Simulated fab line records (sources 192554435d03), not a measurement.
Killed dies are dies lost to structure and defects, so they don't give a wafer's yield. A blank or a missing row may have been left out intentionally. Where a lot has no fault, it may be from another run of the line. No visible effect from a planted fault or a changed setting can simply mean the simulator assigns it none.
fab line records	flow n5_finfet
[record] lots = 24	wafers = 72	last_day = 18
route steps=1938 shown BEOL_M0_SAQP@695 BEOL_M0_CUTY@708 BEOL_M0@740 BEOL_M1@775
lots that met no fault: from a run of the same line without faults
start_h: the number of hours between the record's first day and the start of the first shown wafer of the lot	wait_h: how many hours have passed since the lot's step before this one	" the same as in the row above	L1.1+2: one row covering several wafers at once	- value missing, or start not given	* or withheld: withheld	< > ~ a bound
route shown NAME@n: names a module that has steps shown in the file, with the first one's number in the route	usual: mean/standard deviation taken from wafers without a fault	same: alike in all rows	chamber/n: place in a boat	sites: the reading at each site	_std_site: standard deviation of those values	_edge_site: inner sites' mean taken away from outer sites' mean	radius_mm: for every site, how far away it sits from the centre of the wafer	mask NAME#n: copy n	behind: tool/chamber where the wafer was last shaped	hold: why the lot went on hold/how many hours it stayed there/how the hold came to an end	device: the n, p or np transistor that did not switch	end of line: tests of these same wafers at the route's end	step lacking rows: just its recipe	killed: not the wafer's yield, but the dies lost to structure and defects at the first sort	map: the dies of a wafer, with x for killed, . for not killed, _ for no die there
set.NAME: the run value of the setting; set.NAME@STEP: its run value at that earlier step	model.NAME: the simulator's own value behind a step, which no gauge read
one table for each step of the route and one row for each wafer, over a sample of lots
services: when a tool's chamber went out of use (start_h, in hours from the record's first day, below 0 if earlier), for how many hours, and the reason
[[steps]]
[step N5_BEOL_M0_SAQP_CUT_ETCH_46]
[recipe] chemistry = N2/H2	target = SOC	target_depth_a = 1350	overetch_a = 270	temp_c = 40	time_s = 202.5	ion_energy_ev = 200	mask_material = SiARC	pressure_mtorr = 30	source_w = 840	bias_w = 150	n2_flow_sccm = 200	h2_flow_sccm = 200
[usual] drypump_motor_current_A = 5.6/0.32	rf_vpp_V = 524.1/2.4	showerhead_plenum_p_Torr = 2.55/0.085	throttle_valve_pct = 17.82/0.22
[same] time_s = 202.5
lot.wafer	tool	chamber	start_h	wait_h	drypump_motor_current_A	rf_hours_counter_h	rf_vpp_V	showerhead_plenum_p_Torr	throttle_valve_pct
L074.3	rie_diel-02	3	152.19	0.0	5.5	250	524.1	2.50	18.17
L074.4	"	2	"	"	5.7	230	527.1	2.63	18.00
L074.5	"	2	"	"	5.7	-	526.6	2.63	18.02
L075.3	rie_diel-05	1	153.80	0.0	5.1	30	526.0	2.59	17.54
L075.4	"	2	"	"	5.9	-	523.9	2.53	17.52
L075.6	"	0	"	"	5.3	-	523.1	2.52	17.61
L076.1	rie_diel-04	2	153.92	0.0	5.8	238	523.2	2.52	17.88
L076.2	"	1	"	"	5.9	162	527.0	2.66	17.84
L076.5	"	1	"	"	5.9	-	527.2	2.66	17.83
L078.1	rie_diel-02	1	154.14	0.0	5.8	226	526.2	2.63	17.83
L078.4	"	3	"	"	5.5	251	521.7	2.50	18.16
L078.5	"	3	"	"	5.5	-	522.3	2.50	18.17
L077.1	rie_diel-04	1	154.56	0.0	5.9	162	527.4	2.66	17.84
L077.3	"	0	"	"	5.7	178	524.4	2.52	18.04
L077.6	"	2	"	"	5.8	-	523.2	2.52	17.89
L080.1	rie_diel-05	0	154.60	0.0	5.3	164	524.6	2.52	17.63
L080.4	"	2	"	"	5.9	-	524.6	2.53	17.50
L080.5	"	0	"	"	5.3	-	523.4	2.52	17.63
L079.1	rie_diel-02	2	155.25	0.0	5.7	231	526.2	2.63	18.02
L079.3	"	1	"	"	5.8	226	525.6	2.63	17.84
L079.5	"	0	"	"	5.3	-	520.0	2.43	17.89
L082.1	rie_diel-05	1	157.71	0.0	5.1	33	526.1	2.59	17.54
L082.4	"	2	"	"	5.9	-	523.8	2.53	17.52
L082.5	"	0	"	"	5.3	-	524.1	2.52	17.63
L081.1	rie_diel-05	2	160.25	0.0	5.9	152	523.2	2.53	17.53
L081.3	"	0	"	"	5.4	168	522.6	2.52	17.62
L081.6	"	1	"	"	5.1	-	525.3	2.59	17.56
L083.3	rie_diel-05	0	170.42	0.0	5.3	172	522.6	2.52	17.65
L083.5	"	3	"	"	6.3	-	529.7	2.73	17.86
L083.6	"	2	"	"	5.9	-	524.0	2.53	17.51
L084.2	rie_diel-04	3	172.17	0.0	5.5	218	520.4	2.41	18.11
L084.5	"	3	"	"	5.5	-	519.5	2.41	18.12
L084.6	"	0	"	"	5.7	-	523.1	2.51	18.05
L085.2	rie_diel-05	0	183.94	0.0	5.3	176	524.9	2.52	17.65
L085.3	"	1	"	"	5.2	43	525.3	2.58	17.58
L085.5	"	3	"	"	6.3	-	528.1	2.72	17.89
L086.2	rie_diel-04	2	186.16	0.0	5.8	249	522.7	2.52	17.89
L086.3	"	3	"	"	5.5	222	520.3	2.41	18.17
L086.6	"	0	"	"	5.7	-	524.4	2.51	18.05
L087.3	rie_diel-04	0	192.46	0.0	5.7	190	523.3	2.51	18.05
L087.4	"	2	"	"	5.8	250	523.3	2.51	17.92
L087.5	"	1	"	"	5.9	-	526.4	2.66	17.86
L088.1	rie_diel-05	0	196.49	0.0	5.3	179	524.3	2.52	17.65
L088.2	"	1	"	"	5.1	46	523.9	2.58	17.57
L088.3	"	3	"	"	6.3	10	527.1	2.72	17.88
L089.1	rie_diel-04	2	208.92	0.0	5.7	1	522.8	2.51	17.54
L089.3	"	1	"	"	5.9	179	527.5	2.66	17.88
L089.5	"	3	"	"	5.5	-	519.7	2.41	18.15
L090.1	rie_diel-04	1	210.96	0.0	5.9	179	525.0	2.66	17.88
L090.2	"	3	"	"	5.5	228	520.4	2.41	18.15
L090.6	"	0	"	"	5.7	-	524.4	2.51	18.07
L091.1	rie_diel-05	3	216.78	0.0	6.3	12	528.8	2.72	17.87
L091.4	"	0	"	"	5.3	181	523.8	2.52	17.65
L091.5	"	1	"	"	5.1	-	524.8	2.58	17.56
L092.2	rie_diel-04	0	220.99	0.0	5.7	196	522.6	2.51	18.06
L092.4	"	3	"	"	5.5	230	520.3	2.41	18.15
L092.6	"	1	"	"	6.0	-	526.0	2.65	17.88
L093.2	rie_diel-04	0	228.63	0.0	5.7	198	523.4	2.51	18.07
L093.3	"	2	"	"	5.8	5	521.2	2.51	17.54
L093.6	"	3	"	"	5.5	-	521.6	2.41	18.16
L094.1	rie_diel-05	1	235.48	0.0	5.1	52	524.5	2.58	17.56
L094.2	"	3	"	"	6.3	15	529.3	2.72	17.89
L094.4	"	2	"	"	5.9	169	522.5	2.52	17.54
L095.4	rie_diel-04	3	240.82	0.1	5.5	-	519.0	2.41	18.16
L095.5	"	1	"	"	5.9	-	527.0	2.65	17.89
L095.6	"	0	"	"	5.7	-	523.0	2.51	18.06
L096.1	rie_diel-05	1	245.40	0.0	5.1	53	524.1	2.58	17.60
L096.3	"	3	"	"	6.3	16	529.2	2.72	17.89
L096.5	"	3	"	"	6.3	-	528.0	2.72	17.90
L097.2	rie_diel-02	3	251.53	0.0	5.5	13	521.9	2.49	17.80
L097.3	"	0	"	"	5.3	202	519.6	2.43	17.91
L097.6	"	2	"	"	5.7	-	525.3	2.62	17.59
[step N5_BEOL_M0_SAQP_ALD_48]
[recipe] material = SiO2	target_thk_a = 200	temp_c = 100	ald_precursor_family = BDEAS	ald_co_reactant = O2-plasma	pulse_time_s = 1	co_reactant_pulse_time_s = 1	purge_time_s = 2	co_reactant_purge_time_s = 2	ald_cycles = 139	pressure_torr = 2
[usual] heater_power_w = 77/7.6	precursor_pulse_height_rel = 0.997/0.02
[same] pulse_time_s = 1
lot.wafer	tool	chamber	start_h	wait_h	heater_power_w	precursor_pulse_height_rel
L074.3	ald_sin-04	0	152.54	0.2	65	1.013
L074.4	"	1	"	"	71	0.999
L074.5	"	2	"	"	82	0.981
L075.3	ald_sin-04	0	154.14	0.2	65	1.030
L075.4	"	2	"	"	81	0.988
L075.6	"	2	"	"	78	0.996
L076.1	ald_sin-01	2	154.36	0.3	76	0.978
L076.2	"	1	"	"	79	0.984
L076.5	"	3	"	"	95	1.004
L078.1	ald_sin-04	0	154.65	0.3	63	1.010
L078.4	"	3	"	"	82	1.028
L078.5	"	1	"	"	70	0.997
L077.1	ald_sin-01	1	154.87	0.1	80	0.965
L077.3	"	3	"	"	95	0.987
L077.6	"	3	"	"	93	0.987
L080.1	ald_sin-04	0	155.15	0.4	67	1.005
L080.4	"	1	"	"	69	0.973
L080.5	"	0	"	"	63	1.001
L079.1	ald_sin-04	0	155.65	0.2	65	1.019
L079.3	"	1	"	"	70	0.997
L079.5	"	1	"	"	70	0.956
L082.1	ald_sin-02	2	157.92	0.0	79	0.995
L082.4	"	1	"	"	82	0.999
L082.5	"	0	"	"	72	0.998
L081.1	ald_sin-01	2	160.45	0.0	73	0.975
L081.3	"	1	"	"	81	1.013
L081.6	"	2	"	"	77	0.982
L083.3	ald_sin-02	2	170.62	0.0	80	0.991
L083.5	"	3	"	"	75	1.030
L083.6	"	2	"	"	79	1.010
L084.2	ald_sin-01	1	172.37	0.0	81	1.014
L084.5	"	0	"	"	78	0.989
L084.6	"	3	"	"	91	0.983
L085.2	ald_sin-02	3	184.16	0.1	75	1.000
L085.3	"	1	"	"	82	0.970
L085.5	"	3	"	"	74	0.996
L086.2	ald_sin-02	2	187.67	1.3	82	0.981
L086.3	"	1	"	"	82	0.979
L086.6	"	0	"	"	72	1.044
L087.3	ald_sin-01	2	192.88	0.3	74	1.023
L087.4	"	0	"	"	75	1.002
L087.5	"	3	"	"	94	1.021
L088.1	ald_sin-01	0	196.69	0.0	76	0.999
L088.2	"	3	"	"	91	1.012
L088.3	"	2	"	"	74	1.011
L089.1	ald_sin-01	1	209.12	0.0	79	0.995
L089.3	"	2	"	"	75	0.963
L089.5	"	2	"	"	74	0.984
L090.1	ald_sin-02	0	211.16	0.0	72	1.007
L090.2	"	1	"	"	82	0.989
L090.6	"	2	"	"	82	1.015
L091.1	ald_sin-04	2	216.98	0.0	79	0.955
L091.4	"	0	"	"	61	1.010
L091.5	"	3	"	"	81	1.016
L092.2	ald_sin-02	0	221.40	0.2	72	1.016
L092.4	"	3	"	"	76	0.929
L092.6	"	1	"	"	81	0.977
L093.2	ald_sin-01	0	228.99	0.2	77	0.966
L093.3	"	3	"	"	92	1.029
L093.6	"	3	"	"	90	1.026
L094.1	ald_sin-04	3	235.68	0.0	80	1.002
L094.2	"	0	"	"	65	0.983
L094.4	"	2	"	"	80	1.011
L095.4	ald_sin-04	3	240.94	0.0	79	0.987
L095.5	"	3	"	"	80	0.968
L095.6	"	0	"	"	62	0.960
L096.1	ald_sin-01	2	246.33	0.8	76	0.999
L096.3	"	1	"	"	79	1.004
L096.5	"	0	"	"	76	1.000
L097.2	ald_sin-02	3	251.73	0.0	76	0.986
L097.3	"	1	"	"	82	1.008
L097.6	"	0	"	"	71	0.993
[step N5_BEOL_M0_CUTY_CD_MEAS_57]
[recipe] target_cd_nm = 200	landing_energy_ev = 500	detector = se_inlens	polarity = line
[usual] cd_nm = 199.9/0.88
lot.wafer	tool	chamber	start_h	wait_h	cd_nm
L074.3	cd_sem-03	0	153.57	-	200.1
L074.4	"	0	"	"	200.4
L074.5	"	0	"	"	199.4
L075.3	cd_sem-02	0	155.36	-	199.3
L075.4	"	0	"	"	202.5
L075.6	"	0	"	"	200.2
L076.1	cd_sem-03	0	155.39	-	199.6
L076.2	"	0	"	"	199.8
L076.5	"	0	"	"	198.6
L078.1	cd_sem-03	0	155.75	-	200.9
L078.4	"	0	"	"	201.3
L078.5	"	0	"	"	201.2
L077.1	cd_sem-02	0	155.92	-	199.7
L077.3	"	0	"	"	200.8
L077.6	"	0	"	"	199.0
L080.1	cd_sem-02	0	156.18	-	198.7
L080.4	"	0	"	"	198.3
L080.5	"	0	"	"	199.1
L079.1	cd_sem-02	0	156.82	-	199.6
L079.3	"	0	"	"	200.0
L079.5	"	0	"	"	197.7
L082.1	cd_sem-02	0	158.93	-	201.5
L082.4	"	0	"	"	200.1
L082.5	"	0	"	"	200.6
L081.1	cd_sem-03	0	161.34	-	200.4
L081.3	"	0	"	"	201.0
L081.6	"	0	"	"	199.8
L083.3	cd_sem-02	0	171.64	-	200.2
L083.5	"	0	"	"	198.8
L083.6	"	0	"	"	199.8
L084.2	cd_sem-03	0	173.42	-	200.2
L084.5	"	0	"	"	200.0
L084.6	"	0	"	"	200.0
L085.2	cd_sem-01	0	185.27	-	200.1
L085.3	"	0	"	"	201.5
L085.5	"	0	"	"	200.3
L086.2	cd_sem-01	0	188.70	-	201.6
L086.3	"	0	"	"	201.9
L086.6	"	0	"	"	200.6
L087.3	cd_sem-03	0	193.78	-	198.7
L087.4	"	0	"	"	199.8
L087.5	"	0	"	"	199.2
L088.1	cd_sem-02	0	197.71	-	200.3
L088.2	"	0	"	"	200.3
L088.3	"	0	"	"	200.8
L089.1	cd_sem-01	0	210.14	-	199.8
L089.3	"	0	"	"	199.4
L089.5	"	0	"	"	199.6
L090.1	cd_sem-02	0	212.05	-	200.7
L090.2	"	0	"	"	200.9
L090.6	"	0	"	"	201.6
L091.1	cd_sem-01	0	217.99	-	198.6
L091.4	"	0	"	"	198.5
L091.5	"	0	"	"	199.2
L092.2	cd_sem-03	0	222.29	-	199.1
L092.4	"	0	"	"	200.0
L092.6	"	0	"	"	198.7
L093.2	cd_sem-02	0	230.11	-	199.4
L093.3	"	0	"	"	199.6
L093.6	"	0	"	"	200.3
L094.1	cd_sem-01	0	236.63	-	199.2
L094.2	"	0	"	"	198.7
L094.4	"	0	"	"	200.2
L095.4	cd_sem-03	0	242.19	-	199.2
L095.5	"	0	"	"	200.2
L095.6	"	0	"	"	200.4
L096.1	cd_sem-01	0	247.39	-	199.7
L096.3	"	0	"	"	201.0
L096.5	"	0	"	"	199.2
L097.2	cd_sem-01	0	252.63	-	199.0
L097.3	"	0	"	"	199.5
L097.6	"	0	"	"	199.7
[step N5_BEOL_M0_SPUTTER_141]
[recipe] material = Cu	target_thk_a = 40	temp_c = -20	chamber_pressure_pa = 0.07	power_w = withheld	time_s = 7.37
[usual] chuck_sensor_temp_C = -15.8/0.3	throttle_valve_pct = 30.3/1.3
[same] time_s = 7.37
lot.wafer	tool	chamber	start_h	wait_h	chuck_sensor_temp_C	throttle_valve_pct
L074.3	pvd_sputter-03	-	156.09	0.0	-16.2	33.6
L074.4	"	-	"	"	-16.2	29.6
L074.5	"	-	"	"	-15.2	27.3
L075.3	pvd_sputter-02	-	157.37	0.0	-15.6	29.5
L075.4	"	-	"	"	-16.4	30.6
L075.6	"	-	"	"	-16.3	30.6
L076.1	pvd_sputter-01	-	157.72	0.0	-15.6	31.0
L076.2	"	-	"	"	-16.1	29.4
L076.5	"	-	"	"	-15.6	31.1
L077.1	pvd_sputter-02	-	158.77	0.0	-16.0	29.8
L077.3	"	-	"	"	-15.8	31.1
L077.6	"	-	"	"	-16.3	30.6
L080.1	pvd_sputter-02	-	159.28	0.0	-15.6	29.6
L080.4	"	-	"	"	-15.9	31.0
L080.5	"	-	"	"	-15.9	29.9
L079.1	pvd_sputter-03	-	160.38	0.0	-15.9	33.5
L079.3	"	-	"	"	-15.9	30.2
L079.5	"	-	"	"	-15.8	30.0
L078.1	pvd_sputter-01	-	162.57	0.0	-16.1	29.7
L078.4	"	-	"	"	-15.6	31.3
L078.5	"	-	"	"	-15.7	30.9
L081.1	pvd_sputter-01	-	164.49	0.0	-15.5	30.7
L081.3	"	-	"	"	-15.7	31.1
L081.6	"	-	"	"	-15.5	31.1
L082.1	pvd_sputter-03	-	164.58	0.0	-15.3	27.3
L082.4	"	-	"	"	-16.1	33.4
L082.5	"	-	"	"	-15.8	33.8
L083.3	pvd_sputter-02	-	177.08	0.0	-15.9	30.0
L083.5	"	-	"	"	-16.3	30.5
L083.6	"	-	"	"	-15.7	30.9
L084.2	pvd_sputter-01	-	177.80	0.0	-15.5	31.4
L084.5	"	-	"	"	-16.0	28.8
L084.6	"	-	"	"	-16.0	29.7
L085.2	pvd_sputter-01	-	189.07	0.0	-16.2	29.0
L085.3	"	-	"	"	-15.6	30.6
L085.5	"	-	"	"	-15.5	31.1
L086.2	pvd_sputter-02	-	198.79	0.0	-15.6	29.7
L086.3	"	-	"	"	-15.9	29.8
L086.6	"	-	"	"	-15.8	31.0
L088.1	pvd_sputter-03	-	200.85	0.0	-15.4	27.3
L088.2	"	-	"	"	-15.8	30.0
L088.3	"	-	"	"	-16.0	33.5
L087.3	pvd_sputter-02	-	200.94	0.0	-16.3	30.9
L087.4	"	-	"	"	-15.6	29.6
L087.5	"	-	"	"	-15.7	29.6
L089.1	pvd_sputter-02	-	212.77	0.0	-15.7	30.9
L089.3	"	-	"	"	-15.7	29.4
L089.5	"	-	"	"	-15.6	29.6
L090.1	pvd_sputter-02	-	218.53	0.0	-16.1	30.5
L090.2	"	-	"	"	-15.9	31.1
L090.6	"	-	"	"	-16.1	30.8
L091.1	pvd_sputter-03	-	231.23	0.0	-15.9	33.3
L091.4	"	-	"	"	-16.4	29.3
L091.5	"	-	"	"	-15.9	30.0
L092.2	pvd_sputter-02	-	232.57	0.0	-16.2	29.9
L092.4	"	-	"	"	-15.6	29.4
L092.6	"	-	"	"	-15.9	31.1
L093.2	pvd_sputter-02	-	235.63	0.0	-15.8	31.0
L093.3	"	-	"	"	-15.6	29.5
L093.6	"	-	"	"	-16.2	29.8
L094.1	pvd_sputter-03	-	241.71	0.0	-16.0	33.4
L094.2	"	-	"	"	-15.5	30.2
L094.4	"	-	"	"	-15.3	27.3
L095.4	pvd_sputter-03	-	248.14	0.0	-15.9	33.4
L095.5	"	-	"	"	-16.2	33.4
L095.6	"	-	"	"	-15.4	27.4
L096.1	pvd_sputter-01	-	252.29	0.0	-16.0	29.7
L096.3	"	-	"	"	-15.4	30.7
L096.5	"	-	"	"	-15.9	29.5
L097.2	pvd_sputter-01	-	264.41	0.0	-15.4	31.0
L097.3	"	-	"	"	-15.4	30.6
L097.6	"	-	"	"	-15.4	30.5
[step N5_BEOL_M1_STRIP_19]
[recipe] chemistry = O2	power_w = 400	temp_c = 40	pressure_mtorr = 30	rf_frequency_hz = 6e+07	bias_power_w = 0	overash_fraction = 0.2	o2_flow_sccm = 225
[usual] drypump_motor_current_A = 5.6/0.32	oes_product_au = 0.77/0.094	rf_vpp_V = 3.6/0.48	showerhead_plenum_p_Torr = 2.10/0.064	throttle_valve_pct = 16.64/0.21
lot.wafer	tool	chamber	start_h	wait_h	drypump_motor_current_A	oes_product_au	rf_hours_counter_h	rf_vpp_V	showerhead_plenum_p_Torr	throttle_valve_pct
L074.3	rie_diel-05	0	158.29	0.1	5.3	0.73	166	4.0	2.07	16.52
L074.4	"	0	"	"	5.3	0.73	-	3.1	2.07	16.51
L074.5	"	1	"	"	5.1	0.86	-	4.5	2.14	16.44
L075.3	rie_diel-02	0	159.72	0.1	5.3	0.72	184	3.4	2.00	16.80
L075.4	"	0	"	"	5.3	0.72	-	4.1	2.00	16.78
L075.6	"	1	"	"	5.9	0.68	-	4.4	2.17	16.76
L076.1	rie_diel-04	2	160.10	0.1	5.8	0.69	241	2.8	2.05	16.63
L076.2	"	3	"	"	5.5	0.72	215	3.0	1.99	17.04
L076.5	"	1	"	"	5.9	0.75	-	3.1	2.16	16.51
L077.1	rie_diel-05	1	161.71	0.1	5.1	0.87	35	3.6	2.14	16.44
L077.3	"	0	"	"	5.3	0.73	168	3.9	2.07	16.52
L077.6	"	2	"	"	5.8	0.73	-	3.8	2.09	16.46
L080.1	rie_diel-05	0	162.17	0.1	5.3	0.74	168	4.4	2.07	16.51
L080.4	"	0	"	"	5.3	0.73	-	3.8	2.07	16.53
L080.5	"	1	"	"	5.1	0.86	-	3.0	2.14	16.44
L079.1	rie_diel-02	2	163.98	0.1	5.7	0.67	235	4.0	2.14	16.70
L079.3	"	2	"	"	5.7	0.68	-	3.7	2.14	16.70
L079.5	"	2	"	"	5.7	0.67	-	3.9	2.14	16.72
L078.1	rie_diel-05	0	166.51	0.2	5.3	0.73	170	2.9	2.07	16.52
L078.4	"	1	"	"	5.1	0.85	37	3.3	2.14	16.44
L078.5	"	0	"	"	5.3	0.73	-	3.8	2.07	16.54
L081.1	rie_diel-04	0	167.65	0.2	5.7	0.71	183	3.3	2.08	17.04
L081.3	"	2	"	"	5.8	0.67	243	2.7	2.05	16.64
L081.6	"	1	"	"	5.9	0.74	-	3.6	2.16	16.48
L082.1	rie_diel-04	3	167.80	0.1	5.5	0.71	217	3.6	1.99	17.04
L082.4	"	1	"	"	6.0	0.73	168	3.8	2.16	16.52
L082.5	"	0	"	"	5.7	0.73	-	3.5	2.09	17.07
L083.3	rie_diel-04	1	180.77	0.1	5.9	0.74	172	3.8	2.16	16.50
L083.5	"	1	"	"	5.9	0.73	-	3.2	2.16	16.51
L083.6	"	0	"	"	5.7	0.72	-	3.9	2.08	17.04
L084.2	rie_diel-05	3	180.90	0.1	6.3	0.95	6	3.6	2.23	16.59
L084.5	"	1	"	"	5.1	0.85	-	4.1	2.14	16.44
L084.6	"	2	"	"	5.9	0.73	-	3.9	2.08	16.46
L085.2	rie_diel-02	0	193.34	0.1	5.3	0.71	186	2.9	2.00	16.81
L085.3	"	2	"	"	5.7	0.66	247	3.3	2.14	16.71
L085.5	"	0	"	"	5.3	0.72	-	2.6	2.00	16.79
L086.2	rie_diel-02	2	201.89	0.1	5.7	0.65	249	3.4	2.14	16.72
L086.3	"	1	"	"	5.8	0.67	243	3.5	2.17	16.79
L086.6	"	1	"	"	5.9	0.66	-	2.9	2.17	16.79
L088.1	rie_diel-05	1	204.09	0.1	5.1	0.84	47	5.2	2.14	16.46
L088.2	"	3	"	"	6.3	0.94	11	3.7	2.23	16.61
L088.3	"	2	"	"	5.9	0.72	165	4.1	2.08	16.47
L087.3	rie_diel-04	3	204.28	0.1	5.5	0.71	226	3.2	1.99	17.05
L087.4	"	0	"	"	5.7	0.71	-	3.7	2.08	17.06
L087.5	"	1	"	"	5.9	0.74	-	4.0	2.15	16.52
L089.1	rie_diel-02	3	217.93	0.1	5.4	0.95	3	3.0	2.04	16.58
L089.3	"	1	"	"	5.9	0.66	248	2.8	2.16	16.80
L089.5	"	0	"	"	5.3	0.72	-	3.6	2.00	16.80
L090.1	rie_diel-02	3	222.04	0.1	5.5	0.95	5	4.7	2.04	16.58
L090.2	"	0	"	"	5.3	0.72	194	3.9	2.00	16.82
L090.6	"	3	"	"	5.5	0.95	-	3.5	2.04	16.58
L091.1	rie_diel-05	3	233.85	0.1	6.3	0.92	14	3.9	2.22	16.61
L091.4	"	0	"	"	5.3	0.71	184	4.2	2.06	16.57
L091.5	"	2	"	"	5.9	0.73	-	3.9	2.08	16.49
L092.2	rie_diel-05	2	237.09	0.1	5.9	0.72	169	3.7	2.08	16.47
L092.4	"	0	"	"	5.3	0.72	185	2.3	2.06	16.56
L092.6	"	2	"	"	5.8	0.72	-	3.5	2.08	16.49
L093.2	rie_diel-02	0	239.88	0.1	5.3	0.71	198	3.6	2.00	16.83
L093.3	"	3	"	"	5.5	0.93	9	4.1	2.04	16.61
L093.6	"	3	"	"	5.5	0.93	-	3.5	2.04	16.58
L094.1	rie_diel-02	0	245.54	0.2	5.3	0.71	200	3.1	2.00	16.81
L094.2	"	2	"	"	5.7	0.95	5	4.3	2.14	16.23
L094.4	"	0	"	"	5.3	0.72	-	4.2	2.00	16.82
L095.4	rie_diel-02	3	252.09	0.1	5.5	0.91	-	3.7	2.04	16.61
L095.5	"	0	"	"	5.3	0.71	-	3.6	1.99	16.83
L095.6	"	2	"	"	5.7	0.93	-	3.0	2.14	16.24
L096.1	rie_diel-05	2	254.75	0.1	5.9	0.71	173	3.8	2.08	16.49
L096.3	"	3	"	"	6.3	0.91	18	3.4	2.22	16.63
L096.5	"	3	"	"	6.3	0.91	-	3.2	2.22	16.62
L097.2	rie_diel-04	3	268.49	0.1	5.5	0.69	241	3.2	1.99	17.08
L097.3	"	0	"	"	5.7	0.70	207	3.9	2.08	17.08
L097.6	"	2	"	"	5.8	0.93	-	3.9	2.05	16.23
[step N5_BEOL_M1_SPUTTER_79]
[recipe] material = Cu	target_thk_a = 45	temp_c = -20	chamber_pressure_pa = 0.07	power_w = withheld	time_s = 8.29
[usual] chuck_sensor_temp_C = -15.9/0.31	throttle_valve_pct = 30.2/1.4
[same] time_s = 8.29
lot.wafer	tool	chamber	start_h	wait_h	chuck_sensor_temp_C	throttle_valve_pct
L074.3	pvd_sputter-03	-	161.86	0.1	-16.0	33.8
L074.4	"	-	"	"	-15.2	27.4
L074.5	"	-	"	"	-16.1	33.4
L075.3	pvd_sputter-01	-	164.79	0.1	-15.6	30.9
L075.4	"	-	"	"	-15.6	30.6
L075.6	"	-	"	"	-16.2	29.7
L076.1	pvd_sputter-02	-	166.77	0.1	-16.3	30.6
L076.2	"	-	"	"	-16.0	30.9
L076.5	"	-	"	"	-16.3	30.6
L077.1	pvd_sputter-01	-	166.98	0.1	-15.6	31.0
L077.3	"	-	"	"	-15.3	30.3
L077.6	"	-	"	"	-16.3	29.6
L079.1	pvd_sputter-02	-	168.69	0.1	-15.7	29.2
L079.3	"	-	"	"	-16.0	29.8
L079.5	"	-	"	"	-16.2	30.4
L080.1	pvd_sputter-03	-	171.61	0.1	-16.0	33.6
L080.4	"	-	"	"	-16.1	29.7
L080.5	"	-	"	"	-15.4	27.4
L078.1	pvd_sputter-01	-	173.26	0.1	-15.8	30.8
L078.4	"	-	"	"	-16.1	28.8
L078.5	"	-	"	"	-15.6	30.6
L081.1	pvd_sputter-01	-	175.42	0.1	-15.9	29.4
L081.3	"	-	"	"	-16.2	28.9
L081.6	"	-	"	"	-16.1	29.6
L082.1	pvd_sputter-02	-	177.38	0.1	-15.6	29.4
L082.4	"	-	"	"	-16.1	30.1
L082.5	"	-	"	"	-15.6	29.5
L084.2	pvd_sputter-01	-	184.23	0.1	-15.5	30.6
L084.5	"	-	"	"	-16.1	28.7
L084.6	"	-	"	"	-15.5	30.4
L083.3	pvd_sputter-01	-	187.09	0.1	-16.1	29.5
L083.5	"	-	"	"	-16.2	29.4
L083.6	"	-	"	"	-15.7	31.2
L085.2	pvd_sputter-03	-	197.03	0.1	-15.6	30.2
L085.3	"	-	"	"	-15.4	27.2
L085.5	"	-	"	"	-15.6	29.9
L086.2	pvd_sputter-03	-	205.88	0.1	-15.6	30.2
L086.3	"	-	"	"	-16.1	29.7
L086.6	"	-	"	"	-15.2	27.1
L087.3	pvd_sputter-01	-	222.05	0.1	-15.6	30.7
L087.4	"	-	"	"	-15.6	31.2
L087.5	"	-	"	"	-16.1	28.8
L088.1	pvd_sputter-01	-	231.12	0.1	-15.7	30.7
L088.2	"	-	"	"	-16.1	29.0
L088.3	"	-	"	"	-15.5	31.0
L089.1	pvd_sputter-02	-	237.13	0.1	-15.6	29.4
L089.3	"	-	"	"	-15.8	31.0
L089.5	"	-	"	"	-15.7	29.5
L090.1	pvd_sputter-03	-	237.23	0.1	-15.6	30.0
L090.2	"	-	"	"	-16.2	29.4
L090.6	"	-	"	"	-15.4	27.3
L091.1	pvd_sputter-02	-	238.97	0.1	-15.9	31.0
L091.4	"	-	"	"	-16.4	30.6
L091.5	"	-	"	"	-16.0	30.8
L092.2	pvd_sputter-01	-	240.24	0.1	-16.0	29.1
L092.4	"	-	"	"	-15.4	30.8
L092.6	"	-	"	"	-16.0	29.8
L093.2	pvd_sputter-03	-	242.71	0.1	-16.1	33.8
L093.3	"	-	"	"	-15.3	27.5
L093.6	"	-	"	"	-15.7	30.0
L094.1	pvd_sputter-03	-	248.60	0.1	-15.8	30.1
L094.2	"	-	"	"	-15.9	33.7
L094.4	"	-	"	"	-15.1	27.5
L095.4	pvd_sputter-02	-	254.70	0.1	-16.0	30.2
L095.5	"	-	"	"	-15.4	29.7
L095.6	"	-	"	"	-15.7	31.2
L096.1	pvd_sputter-01	-	265.76	0.1	-16.0	29.0
L096.3	"	-	"	"	-15.5	31.0
L096.5	"	-	"	"	-16.1	28.9
L097.2	pvd_sputter-02	-	272.15	0.1	-16.0	29.9
L097.3	"	-	"	"	-15.6	29.4
L097.6	"	-	"	"	-16.1	29.8
[[services]]
tool	chamber	start_h	hours	kind
rie_diel-04	3	129.24	4.7	repair
rie_diel-05	3	129.79	4.6	repair
rie_diel-05	3	150.30	-	clean
rie_diel-05	3	150.30	-	consumable_replace:focus_ring
rie_diel-05	3	150.30	-	consumable_replace:showerhead
rie_diel-05	3	150.30	14.0	scheduled_down
rie_diel-05	3	150.30	14.0	vent_cycle
rie_diel-02	3	158.29	9.1	repair
pvd_sputter-02	-	159.51	2.8	repair
ald_sin-04	-	176.75	14.0	pm
rie_diel-02	1	189.70	2.6	repair
rie_diel-04	2	193.49	-	clean
rie_diel-04	2	193.49	-	consumable_replace:focus_ring
pvd_sputter-02	-	207.13	4.6	repair
rie_diel-04	0	207.73	1.7	repair
ald_sin-02	3	223.43	9.2	repair
pvd_sputter-03	-	239.40	1.2	repair
rie_diel-04	2	240.24	10.5	repair
ald_sin-04	-	247.26	2.8	pm
ald_sin-04	1	256.51	4.2	repair
rie_diel-02	-	257.01	2.8	pm
rie_diel-02	3	261.30	17.6	repair
ald_sin-01	0	261.75	12.5	repair
ald_sin-02	-	261.90	1.5	repair
[[key]]
fault none
